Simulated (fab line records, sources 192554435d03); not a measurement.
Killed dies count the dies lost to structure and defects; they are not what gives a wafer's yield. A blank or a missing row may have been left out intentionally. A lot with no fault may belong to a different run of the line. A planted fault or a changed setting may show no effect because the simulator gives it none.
fab line records | flow n5Finfet
record lots=4 | wafers=12 | lastDay=17
route steps=1938 shown BEOL_M3@1009 BEOL_M4@1021
lots that met no fault: from a run of the same line without faults
startH: hours from the record's opening day to when the first of the lot's shown wafers began | waitH: hours elapsed since this lot's preceding step | " identical to the entry in the row above | L1.1+2: a single row standing in for several wafers | - no value, or no start given | * or withheld: withheld | < > ~ a bound
route shown NAME@n: a module of which the file shows steps, and the number in the route of the first | usual: the fault-free wafers' mean and standard deviation | same: alike in all rows | chamber/n: place in a boat | sites: each site's reading | _std_site: how widely they spread, as a standard deviation | _edge_site: outer sites' mean less inner sites' | radiusMm: for every site, how far away it sits from the centre of the wafer | mask NAME#n: copy n | behind: the most recent tool/chamber to have shaped the wafer | hold: why the lot went on hold/how many hours it stayed there/how the hold came to an end | device: the transistor (n, p or np) that didn't switch | end of line: tests of these same wafers at the route's end | a step without rows: its recipe alone | killed: at the first sort, the dies lost to defects and structure; wafer yield is something else | map: a wafer's dies, marking killed ones x, the rest . and places with no die _
set.NAME: the setting as run; set.NAME@STEP: as run at that earlier step | model.NAME: the simulator's own value behind a step, which no gauge read
a table for each step, a row for each wafer; lots at some steps of the route
services: from which hour (startH, from the record's first day; less than 0 if before it) a tool's chamber was out of use, for how many hours, and why
## steps
# step N5_BEOL_M3_ANNEAL_95
# recipe tempC=400 | timeS=240 | ambient=vacuum
# step N5_BEOL_M3_SPUTTER_96
# recipe material=Cu | targetThkA=45 | tempC=-20 | chamberPressurePa=0.07 | powerW=withheld | timeS=8.29
# step N5_BEOL_M3_ECD_50
# recipe material=Cu | targetThkA=3000
# step N5_BEOL_M3_ANNEAL_51
# recipe tempC=225 | timeS=90 | ambient=N2
# step N5_BEOL_M3_CMP_52
# recipe stopOn=SiOC | tOverpolishS=6.8 | downForcePsi=1 | platenRpm=50 | clearingPlatenDownForcePsi=1.5 | clearingPlatenRpm=50 | postCmpClean=cuAlkaline | targetThkNm=40 | clearingPlatenPadVelocityMS=0.99484 | padVelocityMS=0.99484
# step N5_BEOL_M3_PRE_CLEAN_60
# recipe gas=NH3/H2 | timeS=15 | tempC=* | rfPowerW=300
# step N5_BEOL_M3_CO_CAP_55
# recipe material=Co | targetThkA=20 | tempC=200 | precursor=CCTBA/H2 | pressureTorr=30 | timeS=102.1
# step N5_BEOL_M3_PRE_CLEAN_56
# recipe gas=NH3 | timeS=15 | tempC=withheld | rfPowerW=300
# step N5_BEOL_M3_DEP_57
# recipe material=SiCN | targetThkA=80 | tempC=withheld | precursor=3MS/NH3 | pressureTorr=3 | rfW=202 | timeS=14
# step N5_BEOL_M4_ILD_DEP_00
# recipe material=SiOC | targetThkA=790 | tempC=350 | precursor=DEMS/O2 | pressureTorr=5 | rfW=500 | timeS=15.3
# usual heaterPowerW=486/83 | showerheadPlenumPTorr=5.693/0.018 | showerheadVppV=1396/73 | susceptorTempC=349.99/0.2 | throttleValvePct=11.8/0.83
lot.wafer | tool     | chamber | startH | waitH | heaterPowerW | showerheadPlenumPTorr | showerheadVppV | susceptorTempC | throttleValvePct | model.SiOC_of_BEOL_M4_ILD_DEP_00.thkNm
L390.2    | pecvd-03 | 0       | 205.25 | 0.0   | 438          | 5.728                 | 1355           | 349.78         | 12.9             | 78.2
L390.3    | "        | 0       | "      | "     | 440          | 5.724                 | 1340           | 349.76         | 13.0             | 80.2
L390.4    | "        | 1       | "      | "     | 614          | 5.713                 | 1556           | 349.81         | 11.0             | 79
L393.1    | pecvd-03 | 0       | 236.23 | 0.0   | 428          | 5.706                 | 1366           | 338.33         | 12.8             | 80
L393.5    | "        | 1       | "      | "     | 676          | 5.713                 | 1573           | 350.42         | 10.6             | 78.4
L393.6    | "        | 2       | "      | "     | 446          | 5.682                 | 1329           | 349.66         | 10.7             | 78
L398.1    | pecvd-03 | 0       | 259.55 | 0.0   | 396          | 5.704                 | 1351           | 338.95         | 13.1             | 80.8
L398.5    | "        | 0       | "      | "     | 407          | 5.725                 | 1346           | 338.85         | 12.9             | 82.2
L398.6    | "        | 1       | "      | "     | 656          | 5.714                 | 1580           | 350.04         | 10.8             | 79.2
L403.2    | pecvd-04 | 0       | 299.37 | 0.0   | 478          | 5.700                 | 1427           | 350.12         | 11.9             | 78.2
L403.4    | "        | 1       | "      | "     | 492          | 5.706                 | 1320           | 349.72         | 12.6             | 79.8
L403.6    | "        | 2       | "      | "     | 513          | 5.691                 | 1394           | 349.89         | 11.1             | 80.4
# step N5_BEOL_M4_THK_MEAS_01
# recipe reads=SiOC_of_BEOL_M4_ILD_DEP_00
# usual M4_ILD_THK=78.9/0.82
lot.wafer | tool         | chamber | startH | waitH | M4_ILD_THK[nm]
L390.2    | filmMetro-01 | -       | 205.34 | 0.1   | 78.1
L390.3    | "            | -       | "      | "     | 80.1
L390.4    | "            | -       | "      | "     | 79.1
L393.1    | filmMetro-02 | -       | 236.29 | 0.0   | 80.0
L393.5    | "            | -       | "      | "     | 78.4
L393.6    | "            | -       | "      | "     | 77.9
L398.1    | filmMetro-01 | -       | 259.61 | 0.0   | 80.8
L398.5    | "            | -       | "      | "     | 82.1
L398.6    | "            | -       | "      | "     | 79.2
L403.2    | filmMetro-01 | -       | 299.44 | 0.1   | 78.2
L403.4    | "            | -       | "      | "     | 79.9
L403.6    | "            | -       | "      | "     | 80.4
# step N5_BEOL_M4_PECVD_72
# recipe material=SiO2 | targetThkA=160 | tempC=400 | precursor=TEOS/O2 | pressureTorr=5.5 | rfW=450 | teosFlowSccm=53.8 | gas=O2 | flowSccm=3000 | timeS=18
# step N5_BEOL_M4_HM_DEP_02
# recipe material=TiN | targetThkA=200 | tempC=25 | chamberPressurePa=0.49996
# step N5_BEOL_M4_COAT_61
# recipe resist=SOC | tempC=250 | timeS=60 | spinRpm=1500 | resistThkNm=60
# step N5_BEOL_M4_COAT_62
# recipe resist=SiARC | tempC=220 | timeS=60 | spinRpm=1500 | resistThkNm=12
# step N5_BEOL_M4_COAT_73
# recipe resist=underlayer | tempC=205 | timeS=60 | spinRpm=1500 | resistThkNm=5
# step N5_BEOL_M4_COAT_05
# recipe resist=CAR-EUV | spinRpm=1500 | resistThkNm=30
# step N5_BEOL_M4_EBR_07
# recipe solvent=PGMEA | ebrWidthMm=1.5
# step N5_BEOL_M4_SOFTBAKE_06
# recipe tempC=110 | timeS=60 | resist=CAR-EUV
# step N5_BEOL_M4_EXPOSE_08
# recipe maskId=M4 | na=0.33 | sourceShape=dipole | sigmaInner=0.369 | sigmaOuter=0.767 | polarization=unpolarized | doseMj=41.25
# step N5_BEOL_M4_PEB_09
# recipe pebTempC=100 | pebTimeS=60 | resist=CAR-EUV
# step N5_BEOL_M4_DEVELOP_10
# recipe developTimeS=30 | developer=TMAH | resist=CAR-EUV | rinseLiquid=surfactantRinse | dry=airSpin | devTempC=23
# step N5_BEOL_M4_DESCUM_16
# recipe chemistry=O2 | timeS=7 | sourcePowerW=50 | biasPowerW=20 | pressureMtorr=20 | rfFrequencyHz=2.712e+07 | tempC=40 | resist=CAR-EUV | o2FlowSccm=225
# step N5_BEOL_M4_ETCH_74
# recipe chemistry=N2/H2 | target=underlayer | targetDepthA=65 | maskMaterial=CAR-EUV | timeS=5.2 | ionEnergyEv=200 | pressureMtorr=30 | sourceW=840 | biasW=150 | n2FlowSccm=200 | h2FlowSccm=200 | ends=cleared
# step N5_BEOL_M4_ETCH_63
# recipe chemistry=CF4 | target=SiARC | targetDepthA=156 | maskMaterial=CAR-EUV | timeS=26 | ionEnergyEv=80 | pressureMtorr=40 | sourceW=545 | biasW=36 | Ar_flow_sccm=100 | cf4FlowSccm=100 | ends=cleared
# step N5_BEOL_M4_ETCH_64
# recipe chemistry=N2/H2 | target=SOC | targetDepthA=750 | overetchA=225 | maskMaterial=SiARC | tempC=40 | timeS=121.9 | ionEnergyEv=200 | pressureMtorr=30 | sourceW=840 | biasW=150 | n2FlowSccm=200 | h2FlowSccm=200
# step N5_BEOL_M4_STRIP_65
# recipe chemistry=N2/H2 | tempC=40 | n2FlowSccm=200 | h2FlowSccm=200 | rfFrequencyHz=6e+07
# step N5_BEOL_M4_STRIP_75
# recipe chemistry=N2/H2 | tempC=40 | n2FlowSccm=200 | h2FlowSccm=200 | rfFrequencyHz=6e+07
# step N5_BEOL_M4_STRIP_66
# recipe chemistry=CF4 | resist=SiARC | powerW=300 | biasPowerW=75 | pressureMtorr=50 | cf4FlowSccm=150 | rfFrequencyHz=6e+07
# step N5_BEOL_M4_HM_OPEN_17
# recipe chemistry=Cl2/BCl3 | targetDepthA=200 | overetchA=60 | target=TiN | maskMaterial=SOC | ionEnergyEv=150 | pressureMtorr=10 | icpW=1000 | biasW=126 | Cl2_flow_sccm=53.25 | bcl3FlowSccm=21.75 | Ar_flow_sccm=25
# step N5_BEOL_M4_STRIP_19
# recipe chemistry=O2 | powerW=400 | tempC=40 | pressureMtorr=30 | rfFrequencyHz=6e+07 | biasPowerW=0 | overashFraction=0.2 | o2FlowSccm=225
# step N5_BEOL_M4_COAT_67
# recipe resist=SOC | tempC=250 | timeS=60 | spinRpm=1500 | resistThkNm=60
# step N5_BEOL_M4_COAT_68
# recipe resist=SiARC | tempC=220 | timeS=60 | spinRpm=1500 | resistThkNm=12
# step N5_BEOL_M4_COAT_76
# recipe resist=underlayer | tempC=205 | timeS=60 | spinRpm=1500 | resistThkNm=5
# step N5_BEOL_M4_COAT_22
# recipe resist=CAR-EUV | spinRpm=1500 | resistThkNm=30
# step N5_BEOL_M4_CMP_52
# recipe stopOn=SiOC | tOverpolishS=6.8 | downForcePsi=1 | platenRpm=50 | clearingPlatenDownForcePsi=1.5 | clearingPlatenRpm=50 | postCmpClean=cuAlkaline | targetThkNm=40 | clearingPlatenPadVelocityMS=0.99484 | padVelocityMS=0.99484
# usual barrierFieldEndpointS=24.5/0.57 | clearingPlatenDownForcePsi=1.5000/0.0028 | headPressurePsi=1.0003/0.0021 | motorCurrentA=6.0/0.7 | overpolishRunS=6.800/0.0089 | slurryFilterDpKPa=13.50/0.15 | timeToEndpointS=62.2/2.8
lot.wafer | tool   | chamber | startH | waitH | barrierFieldEndpointS | clearingPlatenDownForcePsi | headPressurePsi | motorCurrentA | overpolishRunS | slurryFilterDpKPa | timeToEndpointS | model.SiOC_of_BEOL_M4_ILD_DEP_00.thkNm
L390.3    | cmp-01 | 1       | 212.44 | 0.2   | 24.3                  | 1.5020                     | 1.0025          | 4.8           | 6.813          | 13.42             | 63.6            | 77.2
L390.2    | "      | 3       | "      | "     | 25.2                  | 1.5061                     | 1.0011          | 6.5           | 6.806          | 13.41             | 65.8            | 75.2
L390.4    | "      | 0       | "      | "     | 24.4                  | 1.4963                     | 1.0012          | 5.4           | 6.791          | 13.79             | 63.9            | 76
L393.1    | cmp-03 | 1       | 246.23 | 0.3   | 24.3                  | 1.5009                     | 0.9982          | 5.9           | 6.804          | 13.48             | 65.3            | 77
L393.6    | "      | 3       | "      | "     | 25.2                  | 1.5021                     | 1.0031          | 6.3           | 6.808          | 13.37             | 66.1            | 75
L393.5    | "      | 0       | "      | "     | 25.5                  | 1.4971                     | 0.9988          | 6.4           | 6.810          | 13.39             | 68.2            | 75.4
L398.1    | cmp-01 | 1       | 272.18 | 0.3   | 23.5                  | 1.5058                     | 0.9986          | 4.6           | 6.817          | 13.35             | 60.6            | 77.8
L398.5    | "      | 0       | "      | "     | 24.3                  | 1.4953                     | 1.0006          | 5.1           | 6.780          | 13.52             | 62.2            | 79.2
L398.6    | "      | 1       | "      | "     | 23.8                  | 1.4964                     | 1.0031          | 4.7           | 6.799          | 13.41             | 59.3            | 76.2
L403.4    | cmp-02 | 1       | 307.04 | 0.2   | 25.2                  | 1.5021                     | 1.0004          | 6.5           | 6.794          | 13.27             | 66.4            | 76.8
L403.2    | "      | 3       | "      | "     | 24.7                  | 1.5021                     | 1.0036          | 6.5           | 6.806          | 13.56             | 64.8            | 75.2
L403.6    | "      | 1       | "      | "     | 25.4                  | 1.4979                     | 1.0010          | 6.2           | 6.803          | 13.52             | 67.4            | 77.4
# step N5_BEOL_M4_RC_MEAS_101
# usual DIBL_N=36.5/1.4 | DIBL_P=36.9/1.7 | IOFF_N=0.163/0.023 | IOFF_P=0.22/0.032 | ION_N=673/9 | ION_P=462/7.5 | SS_N=71.6/0.54 | SS_P=73.4/0.62 | VT_N=249.8/2.8 | VT_P=-250/3.5
lot.wafer | tool      | chamber | startH | waitH | DIBL_N[mV/V] | DIBL_P[mV/V] | IOFF_N[nA/um] | IOFF_P[nA/um] | ION_N[uA/um] | ION_P[uA/um] | SS_N[mV/dec] | SS_P[mV/dec] | VT_N[mV] | VT_P[mV]
L390.2    | prober-01 | 0       | 213.27 | 0.2   | 34.3         | 35.5         | 0.149         | 0.22          | 677          | 468          | 72.3         | 73.1         | 248.2    | -249
L390.3    | "         | 0       | "      | "     | 35.8         | 37.1         | 0.162         | 0.24          | 670          | 465          | 71.9         | 73.6         | 251.1    | -247
L390.4    | "         | 0       | "      | "     | 35.5         | 36.8         | 0.170         | 0.24          | 676          | 467          | 72.5         | 73.2         | 248.0    | -249
L393.1    | prober-02 | 0       | 246.76 | 0.0   | 37.3         | 38.7         | 0.190         | 0.22          | 684          | 462          | 72.1         | 73.4         | 245.6    | -252
L393.5    | "         | 0       | "      | "     | 38.1         | 39.3         | 0.207         | 0.24          | 676          | 450          | 72.2         | 74.1         | 245.3    | -251
L393.6    | "         | 0       | "      | "     | 37.2         | 38.3         | 0.183         | 0.21          | 676          | 451          | 72.1         | 73.3         | 247.5    | -253
L398.1    | prober-02 | 0       | 272.75 | 0.0   | 37.6         | 38.5         | 0.189         | 0.23          | 686          | 463          | 72.4         | 73.5         | 245.7    | -251
L398.5    | "         | 0       | "      | "     | 35.5         | 35.7         | 0.147         | 0.20          | 657          | 456          | 71.5         | 72.8         | 249.1    | -250
L398.6    | "         | 0       | "      | "     | 38.1         | 37.6         | 0.191         | 0.23          | 664          | 456          | 72.3         | 73.9         | 246.6    | -250
L403.2    | prober-01 | 0       | 307.80 | 0.2   | 33.6         | 33.8         | 0.129         | 0.17          | 665          | 462          | 70.9         | 72.0         | 249.9    | -254
L403.4    | "         | 0       | "      | "     | 34.3         | 35.2         | 0.147         | 0.19          | 677          | 464          | 70.7         | 73.3         | 246.3    | -250
L403.6    | "         | 0       | "      | "     | 32.6         | 33.7         | 0.118         | 0.17          | 672          | 468          | 70.5         | 72.9         | 253.8    | -254
## services
tool     | chamber | startH | hours | kind
cmp-01   | -       | 199.18 | 4.0   | pm
pecvd-03 | 2       | 202.38 | -     | clean
pecvd-03 | 2       | 202.38 | -     | consumableReplace:showerhead
pecvd-03 | 2       | 202.38 | 29.0  | scheduledDown
pecvd-03 | 2       | 202.38 | 29.0  | ventCycle
cmp-01   | -       | 203.18 | -     | consumableReplace:conditioner
cmp-01   | -       | 203.18 | -     | consumableReplace:pad
cmp-03   | -       | 207.95 | 6.7   | pm
pecvd-04 | -       | 221.49 | 0.8   | repair
pecvd-04 | -       | 225.70 | 4.3   | pm
cmp-02   | -       | 238.10 | 4.6   | pm
cmp-02   | -       | 252.18 | 7.7   | pm
cmp-03   | -       | 253.17 | 1.7   | repair
cmp-02   | -       | 280.94 | 4.0   | pm
cmp-02   | -       | 284.94 | -     | consumableReplace:conditioner
cmp-02   | -       | 284.94 | -     | consumableReplace:pad
## key
firstSign step=N5_BEOL_M4_ILD_DEP_00 | reading=susceptorTempC | direction=down | sigmas=56 | usual=* | struck=*
effect step=N5_BEOL_M4_THK_MEAS_01 | reading=M4_ILD_THK | direction=up | sigmas=2.5 | usual=78.9 | struck=81.0
modelEffect step=N5_BEOL_M4_ILD_DEP_00 | value=SiOC_of_BEOL_M4_ILD_DEP_00.thkNm | without=78.2 | struck=81
modelEffect step=N5_BEOL_M4_CMP_52 | value=SiOC_of_BEOL_M4_ILD_DEP_00.thkNm | without=75.2 | struck=78
metAt N5_BEOL_M4_ILD_DEP_00
struckWafers L393.1,L398.1,L398.5
onsetBetween 205.25 236.23
fault kind=processParameterDrift | tool=pecvd-03 | chamber=0 | onsetH=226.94 | steps=N5_BEOL_M4_ILD_DEP_00 | channel=tempC | offset=* | shape=step | endH=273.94 | actsIn=* | stated=*
